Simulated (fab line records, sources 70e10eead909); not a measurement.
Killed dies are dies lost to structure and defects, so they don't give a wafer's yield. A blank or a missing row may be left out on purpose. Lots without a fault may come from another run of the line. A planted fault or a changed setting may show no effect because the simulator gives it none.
Chamber matching | flow nand_harc | NHARC_A_STAIRCASE_DESCUM_443 on rie_diel-05: 4 sister chambers
The step chemistry O2, time 3 s. 8 wafers are shown with their chamber, then 9 later ones without.

WAFERS WITH THEIR CHAMBER
wafer  | chamber | drypump_motor_current_A (A) | showerhead_plenum_p_Torr (Torr)
L081.5 | 2       | 6.06                        | 1.88
L081.6 | 1       | 6.07                        | 1.79
L084.2 | 1       | 6.06                        | 1.78
L084.3 | 0       | 5.43                        | 1.85
L084.6 | 3       | 5.75                        | 1.83
L087.1 | 3       | 5.81                        | 1.83
L087.3 | 0       | 5.41                        | 1.85
L087.4 | 2       | 6.08                        | 1.88

WAFERS WITHOUT THEIR CHAMBER
wafer  | drypump_motor_current_A (A) | showerhead_plenum_p_Torr (Torr)
L094.3 | 6.08                        | 1.87
L094.4 | 5.40                        | 1.85
L094.5 | 5.77                        | 1.83
L097.1 | 5.43                        | 1.84
L097.2 | 6.07                        | 1.87
L097.3 | 6.05                        | 1.77
L097.4 | 5.40                        | 1.84
L097.5 | 6.06                        | 1.77
L097.6 | 6.07                        | 1.87

WHICH CHAMBER EACH WENT THROUGH
wafer  | from the rows above | in truth
L094.3 | 2                   | 2
L094.4 | 0                   | 0
L094.5 | 3                   | 3
L097.1 | 0                   | 0
L097.2 | 2                   | 2
L097.3 | 1                   | 1
L097.4 | 0                   | 0
L097.5 | 1                   | 1
L097.6 | 2                   | 2
Placed correctly: 9 of 9. Can't be placed from these rows: 0. Placed wrongly: 0.
How it was worked out, from the rows above alone: a wafer's distance from a chamber is the root of the sum, over the readings, of the square of ((its reading less the chamber's mean) divided by the reading's scatter). The wafer belongs to the nearest chamber; if the next one is less than 2 further off, it can't be placed. A chamber's mean is the mean of its shown wafers. The scatter: the root of (the sum of the squares of (reading less its chamber's mean) over the shown wafers, divided by (wafers less chambers)).
